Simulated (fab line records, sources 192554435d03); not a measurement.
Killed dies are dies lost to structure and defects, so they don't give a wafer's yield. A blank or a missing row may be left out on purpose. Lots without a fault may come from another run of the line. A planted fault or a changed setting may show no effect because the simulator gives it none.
Split-lot experiment | flow n5_finfet | 7 lots, 21 wafers read, on a route of 1938 steps

THE SPLIT
At N5_BEOL_M7_PECVD_70 (deposits SiO2 from TEOS/O2, target thk 20 nm, time 22.7 s), the setting time_s was moved away from the recipe's 22.7 s on 7 of the 21 wafers read, by -11.7% to +4.5%. The other wafers ran this setting at the recipe's value.

FROM THE SPLIT TO THE READING: what the file shows between them, 17 steps
- N5_BEOL_M7_HM_DEP_02: deposits TiN, target thk 20 nm (also split here: target_thk_a)
- N5_BEOL_M7_COAT_59: time 60 s, resist thk 100 nm
- N5_BEOL_M7_COAT_60: time 60 s, resist thk 35 nm
- N5_BEOL_M7_STRIP_68: strips in N2/H2
- N5_BEOL_M7_STRIP_67: strips in CF4
- N5_BEOL_M7_HM_OPEN_17: chemistry Cl2/BCl3, target TiN, target depth 20 nm, overetch 6 nm
- N5_BEOL_M7_EXPOSE_25: exposes mask V6, target cd 40 nm (also split here: dose_mj)
- N5_BEOL_M7_PEB_26: peb time 60 s
- N5_BEOL_M7_DEVELOP_27: develop time 30 s
- N5_BEOL_M7_CD_MEAS_28: target cd 40 nm
- N5_BEOL_M7_DESCUM_33: chemistry O2, time 7 s
- N5_BEOL_M7_ETCH_72: etches underlayer in N2/H2, target depth 6.5 nm, time 5.2 s
- N5_BEOL_M7_ETCH_65: etches SiARC in CF4, target depth 15.6 nm, time 26 s
- N5_BEOL_M7_ETCH_66: etches SOC in N2/H2, target depth 80 nm, overetch 16 nm, time 120 s
- N5_BEOL_M7_STRIP_69: strips in N2/H2
- N5_BEOL_M7_STRIP_73: strips in N2/H2
- N5_BEOL_M7_STRIP_80: strips in N2/H2, time 10 s

THE READING
SiO2_of_BEOL_M7_PECVD_70.thk_nm (the simulator's own value, which no gauge read), in nm, at N5_BEOL_M7_HM_STRIP_39 (strips TiN in peroxide tin strip, target depth 25 nm, time 158 s). The file gives no usual value for it. The 14 wafers here that ran the recipe average 19.7 nm, standard deviation 0.28 nm.

wafer  | tool, chamber at the split | time_s as run, s | against the recipe | SiO2_of_BEOL_M7_PECVD_70.thk_nm, nm | against lot-mates on the recipe
L074.1 | pecvd-02, 1                | 23.73            | +4.5%              | 20.6                                | +0.6
L074.4 | pecvd-02, 2                | 23.73            | +4.5%              | 21                                  | +1.0
L074.5 | pecvd-02, 0                | 22.7             | recipe             | 20                                  | -
L077.1 | pecvd-01, 1                | 21.18            | -6.7%              | 18.4                                | -1.0
L077.5 | pecvd-01, 2                | 21.18            | -6.7%              | 18.4                                | -1.0
L077.3 | pecvd-01, 0                | 22.7             | recipe             | 19.4                                | -
L079.2 | pecvd-04, 0,1              | 22.7             | recipe             | 19.6                                | -
L079.4 | pecvd-04, 0,1              | 22.7             | recipe             | 19.4                                | -
L079.6 | pecvd-04, 0                | 22.7             | recipe             | 19.2                                | -
L080.2 | pecvd-04, 0                | 22.7             | recipe             | 19.6                                | -
L080.5 | pecvd-04, 1                | 22.7             | recipe             | 19.6                                | -
L080.4 | pecvd-04, 0                | 20.04            | -11.7%             | 17.2                                | -2.4
L083.1 | pecvd-01, 0                | 22.7             | recipe             | 19.6                                | -
L083.4 | pecvd-01, 1                | 22.7             | recipe             | 20                                  | -
L083.6 | pecvd-01, 2                | 22.7             | recipe             | 20                                  | -
L094.1 | pecvd-02, 1                | 23.71            | +4.4%              | 20.4                                | +0.4
L094.3 | pecvd-02, 0                | 23.71            | +4.4%              | 20.4                                | +0.4
L094.6 | pecvd-02, 2                | 22.7             | recipe             | 20                                  | -
L095.2 | pecvd-01, 1,2              | 22.7             | recipe             | 19.4                                | -
L095.3 | pecvd-01, 1,2              | 22.7             | recipe             | 19.4                                | -
L095.5 | pecvd-01, 1                | 22.7             | recipe             | 20                                  | -
Where a row lists several chambers, the file gives one row for several wafers and doesn't say which wafer went through which chamber.

THE FIT
A straight line over all 21 wafers: SiO2_of_BEOL_M7_PECVD_70.thk_nm changes by +0.204 nm for each +1% of time_s; r = +0.95; the points scatter about the line by 0.26 nm.
The same after taking each lot's own level away (the mean of its wafers on the recipe; 21 wafers): +0.169 nm for each +1%; r = +0.95; scatter 0.22 nm.
On that fit, the largest move of time_s shifts the reading by 2 nm.
The lots' own levels span 19.40 to 20.00 nm, that is 2.2 times the standard deviation above.
So the lot-to-lot level changes the slope: the two fits differ.
Check: with one of the wafers moved furthest among these (-11.7%) left out of the fit, the line predicts -1.68 nm for it against its lot-mates. It came out at -2.4 nm against them.

OTHER SPLITS ON THESE WAFERS
These wafers also went through other splits before the reading. Each is held against what the fit with the lots' levels taken away leaves over:
other split on the same wafers    | wafers away from the commonest value | r with SiO2_of_BEOL_M7_PECVD_70.thk_nm (lot level and that fit taken away)
N5_BEOL_M7_HM_DEP_02 target_thk_a | 11                                   | +0.09
N5_BEOL_M7_EXPOSE_25 dose_mj      | 11                                   | +0.09

THE WHOLE CHAIN: every reading that the file lists as answering this split, in the file's order
step                   | what it does                                                     | reading                                                                          | change (the file's fit)               | r (the file's)
N5_BEOL_M7_PECVD_70    | deposits SiO2 from TEOS/O2, target thk 20 nm, time 22.7 s        | SiO2_of_BEOL_M7_PECVD_70.thk_nm (the simulator's own value, which no gauge read) | +0.174 nm for each +1% of the setting | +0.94
N5_BEOL_M7_HM_STRIP_39 | strips TiN in peroxide tin strip, target depth 25 nm, time 158 s | SiO2_of_BEOL_M7_PECVD_70.thk_nm (the simulator's own value, which no gauge read) | +0.181 nm for each +1% of the setting | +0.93

THE FILE'S OWN FIT
SiO2_of_BEOL_M7_PECVD_70.thk_nm changes by +0.181 nm for each +1% of time_s, r = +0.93.
